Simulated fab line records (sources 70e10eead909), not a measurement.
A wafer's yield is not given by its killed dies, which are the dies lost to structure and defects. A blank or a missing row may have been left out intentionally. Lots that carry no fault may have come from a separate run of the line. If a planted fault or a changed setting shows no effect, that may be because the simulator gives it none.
A struck lot beside a sound one :: flow nand harc :: 15 steps out of a route of 1302
Sound: wafers L740.1, L740.3, L740.5. Struck: wafer L729.5. (L729.1 of the same lot was not struck and is left out.) The cause comes at the end.
Order at every step that has rows: each side's tool, ch and its chambers, its first start. Under that, the readings that differ: sound wafers :: struck wafers :: difference of the means :: sigmas: that difference in standard deviations of wafers without a fault.
alike: readings whose means differ by less than 2 such deviations, and words and numbers that are the same on both sides. not compared: withheld readings, readings that some wafer has no value for, bounds like >300 that may hide the same value, and numbers for which the record gives no deviation and whose values overlap.
The two part at a step that has a row with sigmas, a row that says differs or no value, or rows on one side only. Numbers that don't overlap but have no deviation are shown without sigmas and don't part them. Lack of a reading on every wafer of one side parts them only where that side has two or more wafers.

first, 6 steps without rows for these wafers: NHARC_A_CONTACT_COAT_36 (resist thk 90 nm); NHARC_A_CONTACT_SOFTBAKE_37 (time 55 s); NHARC_A_CONTACT_EBR_38; NHARC_A_CONTACT_EXPOSE_39 (exposes mask A CC 3); NHARC_A_CONTACT_PEB_40 (peb time 65 s); NHARC_A_CONTACT_DEVELOP_41 (develop time 35 s).
NHARC_A_CONTACT_CD_MEAS_42: the cd target is 300 nm.
  sound on cd sem-02 ch 0, day 30 09:43; struck on cd sem-03 ch 0, day 25 07:44
  alike: cd nm
NHARC_A_CONTACT_OVL_MEAS_43:
  sound: overlay-02 at day 30 09:48; struck: overlay-01 at day 25 07:49
  alike: overlay x nm, overlay y nm
NHARC_A_CONTACT_INSPECT_44:
  sound: defect inspect-01 at day 30 09:50; struck: defect inspect-01 at day 25 07:52
  alike: raw defect count
NHARC_A_CONTACT_DESCUM_47: chemistry O2, time 3 s.
  sound on rie diel-03 ch 1,2,3, day 30 09:55; struck on rie diel-03 ch 2, day 25 07:56
  alike: drypump motor current A, oes product au, rf vpp V, showerhead plenum p Torr, throttle valve pct
  not compared: rf hours counter h
NHARC_A_CONTACT_ETCH_48: etches the open film in CF4, target depth 39 nm, time 65 s.
  sound on rie diel-03 ch 1,2,3, day 30 10:00; struck on rie diel-03 ch 0, day 25 08:01
  alike: cf4 flow sccm, drypump motor current A, oes product au, rf vpp V, showerhead plenum p Torr, throttle valve pct
  not compared: rf hours counter h
NHARC_A_CONTACT_ETCH_49: etches the open film in N2/H2, target depth 260 nm, time 475.3 s.
  sound on rie diel-03 ch 1,3; struck on rie diel-03 ch 2
reading: drypump motor current A (A)
sound: 5.3 5.6 5.6
struck: 6.3
difference: +0.8
sigmas: +2
  alike: oes product au, rf vpp V, showerhead plenum p Torr, throttle valve pct
  not compared: rf hours counter h
NHARC_A_CONTACT_ETCH_50: etches the open film in CF4/CHF3, target depth 121 nm, time 60.5 s.
  sound on rie diel-03 ch 1,2, day 30 10:32; struck on rie diel-03 ch 3, day 25 08:27
reading: cf4 flow sccm (sccm)
sound: 100.19 99.75 100.31
struck: 100.73
difference: +0.65
sigmas: +2

reading: drypump motor current A (A)
sound: 5.6 6.3 6.3
struck: 5.3
difference: -0.8
sigmas: -2

reading: oes product au (a.u.)
sound: 0.964 0.974 0.973
struck: 0.695
difference: -0.275
sigmas: -11
  alike: chf3 flow sccm, rf vpp V, showerhead plenum p Torr, throttle valve pct
  not compared: rf hours counter h
NHARC_A_CONTACT_ETCH_51: etches the open film in O2/COS, target depth 7000 nm, time 1820 s.
  sound on rie diel-03 ch 1,3; struck on rie diel-03 ch 0
  alike: drypump motor current A, oes product au, rf vpp V, showerhead plenum p Torr, throttle valve pct
  not compared: rf hours counter h
-- record jumps: 3 days between struck wafers' starts before vs after; left off in module A_CONTACT, resumes in module END, first step shown is number 1302 of the route --
NHARC_END_SORT_01:
  only the struck wafers appear in the record here, on prober-01 ch 0 at day 28 14:20; the sound ones have no rows

## WHERE THEY PART
Earliest at NHARC_A_CONTACT_ETCH_49; latest, in this record, at NHARC_END_SORT_01.

WHY: what had been put in by the simulator
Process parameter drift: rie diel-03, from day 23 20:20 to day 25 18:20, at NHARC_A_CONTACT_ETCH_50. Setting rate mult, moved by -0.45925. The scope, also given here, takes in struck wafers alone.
